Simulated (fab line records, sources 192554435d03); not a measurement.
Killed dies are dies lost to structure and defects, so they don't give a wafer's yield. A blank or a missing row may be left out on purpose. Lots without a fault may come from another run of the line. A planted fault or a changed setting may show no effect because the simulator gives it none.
fab line records | flow n5_finfet
record lots=15 wafers=45 last_day=16
route steps=1938 shown BEOL_M4@1091 BEOL_M5@1116
lots that met no fault: from a run of the same line without faults
start_h: hours from the record's first day to the start of the lot's first wafer shown | wait_h: hours since the lot's step before | " the same as in the row above | L1.1+2: a row that stands for several wafers | - no value, or no start given | * or withheld: withheld | < > ~ a bound
route shown NAME@n: a module of which the file shows steps, and the number in the route of the first | usual: mean/standard deviation of fault-free wafers | same: alike in all rows | chamber/n: place in a boat | sites: the reading at each site | _std_site: their standard deviation | _edge_site: outer sites' mean less inner sites' | radius_mm: how far each site lies from the wafer's centre | mask NAME#n: copy n | behind: the tool/chamber that last shaped the wafer | hold: why the lot was held/for how many hours/how that ended | device: the transistor (n, p or np) that didn't switch | end of line: the same wafers' tests at the end of the route | a step without rows: its recipe alone | killed: dies lost to structure and defects at the first sort, not the wafer's yield | map: a wafer's dies, x killed, . not, _ none there
set.NAME: the setting as run; set.NAME@STEP: as run at that earlier step | model.NAME: the simulator's own value behind a step, which no gauge read
steps of the route over a sample of lots; a table a step, a row a wafer
services: from which hour (start_h, from the record's first day; less than 0 if before it) a tool's chamber was out of use, for how many hours, and why
## steps
# step N5_BEOL_M4_ANNEAL_87
# recipe temp_c=400 time_s=240 ambient=vacuum
# usual heater_power_w=795/75
# columns lot.wafer tool chamber start_h wait_h heater_power_w
L527.3 pvd_sputter-03 - 167.50 0.0 712
L527.4 " - " " 850
L527.5 " - " " 701
L529.1 pvd_sputter-02 - 180.82 0.0 792
L529.3 " - " " 811
L529.4 " - " " 720
L532.1 pvd_sputter-02 - 189.76 0.0 717
L532.4 " - " " 829
L532.6 " - " " 908
L531.1 pvd_sputter-02 - 196.57 0.0 802
L531.4 " - " " 831
L531.5 " - " " 788
L533.1 pvd_sputter-02 - 199.79 0.0 776
L533.3 " - " " 909
L533.5 " - " " 704
L534.1 pvd_sputter-03 - 214.63 0.0 807
L534.2 " - " " 724
L534.5 " - " " 833
L535.1 pvd_sputter-03 - 222.04 0.0 782
L535.5 " - " " 717
L535.6 " - " " 769
L536.4 pvd_sputter-02 - 231.87 0.0 737
L536.5 " - " " 823
L536.6 " - " " 699
L538.2 pvd_sputter-01 - 246.25 0.0 883
L538.4 " - " " 827
L538.6 " - " " 784
L540.1 pvd_sputter-02 - 246.75 0.0 807
L540.2 " - " " 828
L540.6 " - " " 788
L541.1 pvd_sputter-03 - 249.93 0.0 832
L541.4 " - " " 715
L541.6 " - " " 703
L543.3 pvd_sputter-01 - 266.43 0.0 800
L543.4 " - " " 870
L543.5 " - " " 780
L544.2 pvd_sputter-03 - 273.20 0.0 700
L544.4 " - " " 733
L544.6 " - " " 833
L545.2 pvd_sputter-02 - 277.05 0.0 821
L545.3 " - " " 820
L545.5 " - " " 920
L547.1 pvd_sputter-02 - 284.35 0.0 815
L547.3 " - " " 797
L547.4 " - " " 705
# step N5_BEOL_M4_SPUTTER_94
# recipe material=Cu target_thk_a=45 temp_c=-20 chamber_pressure_pa=0.07 power_w=withheld time_s=8.29
# usual throttle_valve_pct=29.6/0.8
# columns lot.wafer tool chamber start_h wait_h throttle_valve_pct
L527.3 pvd_sputter-03 - 168.30 0.1 30.1
L527.4 " - " " 30.4
L527.5 " - " " 29.9
L529.1 pvd_sputter-02 - 181.62 0.1 29.8
L529.3 " - " " 29.0
L529.4 " - " " 28.6
L532.1 pvd_sputter-02 - 190.56 0.1 28.9
L532.4 " - " " 29.1
L532.6 " - " " 28.9
L531.1 pvd_sputter-02 - 197.37 0.1 29.7
L531.4 " - " " 28.9
L531.5 " - " " 29.7
L533.1 pvd_sputter-02 - 200.59 0.1 29.7
L533.3 " - " " 29.0
L533.5 " - " " 28.8
L534.1 pvd_sputter-03 - 215.43 0.1 30.7
L534.2 " - " " 29.7
L534.5 " - " " 30.8
L535.1 pvd_sputter-03 - 222.84 0.1 30.5
L535.5 " - " " 30.2
L535.6 " - " " 30.3
L536.4 pvd_sputter-02 - 232.67 0.1 28.9
L536.5 " - " " 29.6
L536.6 " - " " 28.8
L538.2 pvd_sputter-01 - 247.05 0.1 30.3
L538.4 " - " " 30.8
L538.6 " - " " 31.8
L540.1 pvd_sputter-02 - 247.55 0.1 29.5
L540.2 " - " " 29.2
L540.6 " - " " 29.8
L541.1 pvd_sputter-03 - 250.73 0.1 30.9
L541.4 " - " " 29.9
L541.6 " - " " 30.0
L543.3 pvd_sputter-01 - 267.23 0.1 31.4
L543.4 " - " " 30.1
L543.5 " - " " 31.5
L544.2 pvd_sputter-03 - 274.00 0.1 29.8
L544.4 " - " " 29.7
L544.6 " - " " 30.5
L545.2 pvd_sputter-02 - 277.85 0.1 29.1
L545.3 " - " " 29.7
L545.5 " - " " 28.9
L547.1 pvd_sputter-02 - 285.15 0.1 28.9
L547.3 " - " " 29.9
L547.4 " - " " 28.7
# step N5_BEOL_M4_THK_MEAS_53
# recipe thk_meas_gauge=xrf reads=Cu_of_BEOL_M4_ECD_50
# usual M4_THK=39.5/1.2
# columns lot.wafer tool chamber start_h wait_h M4_THK[nm]
L527.3 film_metro-01 - 169.49 - 41.3
L527.4 " - " " 40.3
L527.5 " - " " 40.5
L529.1 film_metro-02 - 182.62 - 41.7
L529.3 " - " " 38.9
L529.4 " - " " 40.1
L532.1 film_metro-02 - 191.58 - 38.9
L532.4 " - " " 37.6
L532.6 " - " " 38.2
L531.1 film_metro-02 - 198.38 - 38.1
L531.4 " - " " 39.0
L531.5 " - " " 38.8
L533.1 film_metro-02 - 201.75 - 40.7
L533.3 " - " " 40.0
L533.5 " - " " 39.6
L534.1 film_metro-01 - 216.44 - 40.9
L534.2 " - " " 41.2
L534.5 " - " " 41.7
L535.1 film_metro-02 - 223.85 - 40.5
L535.5 " - " " 40.1
L535.6 " - " " 38.5
L536.4 film_metro-01 - 233.68 - 40.8
L536.5 " - " " 41.1
L536.6 " - " " 40.4
L538.2 film_metro-02 - 248.07 - 37.6
L538.4 " - " " 39.7
L538.6 " - " " 37.4
L540.1 film_metro-02 - 248.57 - 38.4
L540.2 " - " " 41.0
L540.6 " - " " 39.3
L541.1 film_metro-01 - 251.74 - 37.7
L541.4 " - " " 41.2
L541.6 " - " " 37.4
L543.3 film_metro-01 - 268.87 - 40.2
L543.4 " - " " 42.4
L543.5 " - " " 39.2
L544.2 film_metro-02 - 275.02 - 39.1
L544.4 " - " " 41.2
L544.6 " - " " 38.6
L545.2 film_metro-01 - 278.88 - 41.1
L545.3 " - " " 40.7
L545.5 " - " " 39.4
L547.1 film_metro-02 - 286.16 - 40.5
L547.3 " - " " 38.1
L547.4 " - " " 40.1
# step N5_BEOL_M5_HM_DEP_02
# recipe material=TiN target_thk_a=200 temp_c=25 chamber_pressure_pa=0.49996
# usual chamber_pressure_pa=0.5000/0.001 substrate_temp_c=24.99/0.12 throttle_valve_pct=30.0/0.86
# columns lot.wafer tool chamber start_h wait_h chamber_pressure_pa substrate_temp_c throttle_valve_pct
L527.3 pvd_sputter-03 - 173.36 1.3 0.4996 25.01 30.5
L527.4 " - " " 0.5003 24.80 30.0
L527.5 " - " " 0.5008 25.03 29.9
L529.1 pvd_sputter-02 - 187.04 2.5 0.4995 25.07 29.9
L529.3 " - " " 0.4993 24.91 29.0
L529.4 " - " " 0.5015 25.00 28.8
L532.1 pvd_sputter-03 - 194.62 0.7 0.5004 24.93 30.6
L532.4 " - " " 0.5001 24.73 30.0
L532.6 " - " " 0.5024 24.96 29.7
L531.1 pvd_sputter-03 - 201.32 0.6 0.5002 25.03 29.9
L531.4 " - " " 0.4985 24.90 30.4
L531.5 " - " " 0.4986 25.05 30.5
L533.1 pvd_sputter-01 - 203.89 0.2 0.5003 24.99 30.0
L533.3 " - " " 0.5008 25.25 30.4
L533.5 " - " " 0.5010 24.98 30.2
L534.1 pvd_sputter-03 - 218.41 0.1 0.4995 24.84 29.6
L534.2 " - " " 0.5006 25.09 29.9
L534.5 " - " " 0.5016 24.95 30.9
L535.1 pvd_sputter-01 - 226.73 0.5 0.4976 25.12 29.2
L535.5 " - " " 0.5020 24.81 31.8
L535.6 " - " " 0.5021 25.04 30.5
L536.4 pvd_sputter-02 - 237.40 1.3 0.5005 25.02 29.8
L536.5 " - " " 0.4976 24.91 28.7
L536.6 " - " " 0.4997 24.93 28.7
L538.2 pvd_sputter-03 - 251.57 1.6 0.4996 25.03 29.8
L538.4 " - " " 0.4985 24.98 30.7
L538.6 " - " " 0.4984 24.88 30.4
L540.1 pvd_sputter-01 - 252.29 1.8 0.5004 25.03 29.2
L540.2 " - " " 0.5001 25.05 30.1
L540.6 " - " " 0.4999 24.84 29.3
L541.1 pvd_sputter-01 - 255.01 1.4 0.5002 25.02 30.6
L541.4 " - " " 0.5005 25.12 31.6
L541.6 " - " " 0.5002 25.07 30.4
L543.3 pvd_sputter-01 - 271.07 0.3 0.4996 24.96 30.8
L543.4 " - " " 0.5005 24.96 31.6
L543.5 " - " " 0.5001 24.88 31.6
L544.2 pvd_sputter-03 - 278.78 1.4 - - -
L544.4 " - " " - - -
L544.6 " - " " - - -
L545.2 pvd_sputter-03 - 281.50 0.2 - - -
L545.3 " - " " - - -
L545.5 " - " " - - -
L547.1 pvd_sputter-01 - 289.09 1.0 - - -
L547.3 " - " " - - -
L547.4 " - " " - - -
# step N5_BEOL_M5_HM_OPEN_17
# recipe chemistry=Cl2/BCl3 target_depth_a=200 overetch_a=60 target=TiN mask_material=SOC ion_energy_ev=150 pressure_mtorr=10 icp_w=1000 bias_w=126 Cl2_flow_sccm=53.25 bcl3_flow_sccm=21.75 Ar_flow_sccm=25
# usual drypump_motor_current_A=5.77/0.29 oes_ar_750_au=0.78/0.11 oes_product_au=0.66/0.09 throttle_valve_pct=22.13/0.17
# columns lot.wafer tool chamber start_h wait_h drypump_motor_current_A oes_ar_750_au oes_product_au rf_hours_counter_h throttle_valve_pct
L527.3 rie_metal-02 1 174.48 0.1 5.50 0.75 0.64 - 22.10
L527.4 " 0 " " 5.39 0.89 0.77 - 22.24
L527.5 " 1 " " 5.48 0.75 0.64 - 22.10
L529.1 rie_metal-02 1 187.89 0.0 5.45 0.75 0.63 52 22.10
L529.3 " 0 " " 5.39 0.88 0.75 - 22.26
L529.4 " 1 " " 5.48 0.75 0.62 - 22.11
L532.1 rie_metal-01 1 195.39 0.0 6.37 0.74 0.64 48 22.02
L532.4 " 0 " " 5.74 0.97 0.82 - 21.99
L532.6 " 0 " " 5.73 0.98 0.82 - 22.00
L531.1 rie_metal-03 1 202.22 0.0 5.80 0.64 0.54 120 22.50
L531.4 " 1 " " 5.82 0.64 0.54 - 22.51
L531.5 " 1 " " 5.81 0.64 0.53 - 22.50
L533.1 rie_metal-03 1 204.77 0.0 5.80 0.64 0.54 121 22.48
L533.3 " 0 " " 5.99 0.70 0.59 - 21.92
L533.5 " 0 " " 5.98 0.70 0.59 - 21.95
L534.1 rie_metal-03 0 221.04 0.0 5.96 0.69 0.61 81 21.91
L534.2 " 1 " " 5.82 0.63 0.54 122 22.48
L534.5 " 0 " " 5.99 0.70 0.60 - 21.92
L535.1 rie_metal-03 0 228.27 0.0 6.01 0.69 0.59 82 21.93
L535.5 " 1 " " 5.81 0.63 0.54 - 22.48
L535.6 " 0 " " 5.99 0.69 0.60 - 21.92
L536.4 rie_metal-01 1 238.19 0.1 6.33 0.73 0.63 - 22.05
L536.5 " 1 " " 6.35 0.73 0.63 - 22.04
L536.6 " 0 " " 5.72 0.94 0.79 - 22.01
L538.2 rie_metal-02 1 252.33 0.0 5.45 0.74 0.62 57 22.11
L538.4 " 1 " " 5.49 0.74 0.62 - 22.13
L538.6 " 1 " " 5.46 0.73 0.62 - 22.11
L540.1 rie_metal-03 0 253.06 0.0 6.00 0.68 0.59 84 21.93
L540.2 " 1 " " 5.81 0.98 0.84 0 22.23
L540.6 " 1 " " 5.83 0.99 0.84 - 22.23
L541.1 rie_metal-02 1 255.91 0.0 5.50 0.74 0.61 58 22.11
L541.4 " 0 " " 5.38 0.86 0.73 - 22.28
L541.6 " 0 " " 5.40 0.86 0.73 - 22.29
L543.3 rie_metal-02 1 271.86 0.1 5.45 0.73 0.61 - 22.11
L543.4 " 0 " " 5.38 0.86 0.73 - 22.27
L543.5 " 1 " " 5.51 0.73 0.61 - 22.12
L544.2 rie_metal-03 1 280.74 0.0 5.77 0.93 0.35 3 22.91
L544.4 " 0 " " 5.98 0.68 0.26 - 22.60
L544.6 " 1 " " 5.78 0.94 0.35 - 22.91
L545.2 rie_metal-03 0 282.28 0.0 6.02 0.68 0.26 87 22.59
L545.3 " 0 " " 6.01 0.68 0.26 - 22.59
L545.5 " 0 " " 5.99 0.68 0.26 - 22.59
L547.1 rie_metal-02 1 289.86 0.0 5.52 0.73 0.27 61 22.77
L547.3 " 0 " " 5.40 0.85 0.32 - 22.93
L547.4 " 1 " " 5.47 0.73 0.26 - 22.77
# step N5_BEOL_M5_CD_MEAS_18
# recipe pitch_nm=56 target_cd_nm=28
# usual cd_nm=27.99/0.28
# columns lot.wafer tool chamber start_h wait_h cd_nm
L527.3 cd_sem-03 - 174.63 0.1 28.00
L527.4 " - " " 28.26
L527.5 " - " " 27.72
L529.1 cd_sem-01 - 188.07 0.0 28.19
L529.3 " - " " 28.82
L529.4 " - " " 27.86
L532.1 cd_sem-02 - 195.58 0.0 27.74
L532.4 " - " " 27.34
L532.6 " - " " 27.95
L531.1 cd_sem-01 - 202.48 0.0 28.49
L531.4 " - " " 28.86
L531.5 " - " " 28.44
L533.1 cd_sem-02 - 204.96 0.0 27.69
L533.3 " - " " 27.92
L533.5 " - " " 27.39
L534.1 cd_sem-03 - 221.31 0.0 28.02
L534.2 " - " " 27.99
L534.5 " - " " 28.02
L535.1 cd_sem-01 - 228.50 0.0 27.86
L535.5 " - " " 27.97
L535.6 " - " " 27.97
L536.4 cd_sem-02 - 238.35 0.1 27.91
L536.5 " - " " 28.40
L536.6 " - " " 28.11
L538.2 cd_sem-01 - 252.52 0.1 28.28
L538.4 " - " " 28.32
L538.6 " - " " 28.13
L540.1 cd_sem-03 - 253.24 0.0 27.92
L540.2 " - " " 27.70
L540.6 " - " " 27.87
L541.1 cd_sem-01 - 256.09 0.0 28.39
L541.4 " - " " 27.94
L541.6 " - " " 28.28
L543.3 cd_sem-03 - 272.01 0.1 27.54
L543.4 " - " " 28.25
L543.5 " - " " 27.54
L544.2 cd_sem-01 - 281.05 0.1 -
L544.4 " - " " -
L544.6 " - " " -
L545.2 cd_sem-03 - 282.46 0.1 -
L545.3 " - " " -
L545.5 " - " " -
L547.1 cd_sem-01 - 290.04 0.0 -
L547.3 " - " " -
L547.4 " - " " -
## services
# columns tool chamber start_h hours kind
rie_metal-03 1 230.89 - clean
rie_metal-03 1 230.89 21.3 scheduled_down
rie_metal-03 1 230.89 21.3 vent_cycle
## key
first_sign step=N5_BEOL_M5_HM_DEP_02 reading=tool_record direction=missing
effect step=N5_BEOL_M5_HM_OPEN_17 reading=oes_product_au direction=down sigmas=4.2 usual=0.66 struck=0.29
effect step=N5_BEOL_M5_CD_MEAS_18 reading=cd_nm direction=missing
met_at N5_BEOL_M5_HM_DEP_02
struck_lots L544,L545,L547
later_rows_left_out L544.2,L544.4,L544.6,L545.2,L545.3,L545.5,L547.1,L547.3,L547.4
sort_left_out L544.2,L544.4,L544.6,L545.2,L545.3,L545.5,L547.1,L547.3,L547.4
not_acting_at N5_BEOL_M4_ANNEAL_87,N5_BEOL_M4_SPUTTER_94,N5_BEOL_M4_THK_MEAS_53
onset_between 271.07 278.78
fault kind=skipped_step_whole tool=pvd_sputter-01,pvd_sputter-03 chamber=- onset_h=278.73 steps=N5_BEOL_M5_HM_DEP_02 scope=struck_lots_only
# sort_left_out: the simulated sort isn't trusted on such a fault, so these wafers' sort isn't shown, and their yield isn't known
# later_rows_left_out: the simulator's readings of these wafers behind a module that went badly wrong aren't trusted and aren't shown, but for the sort
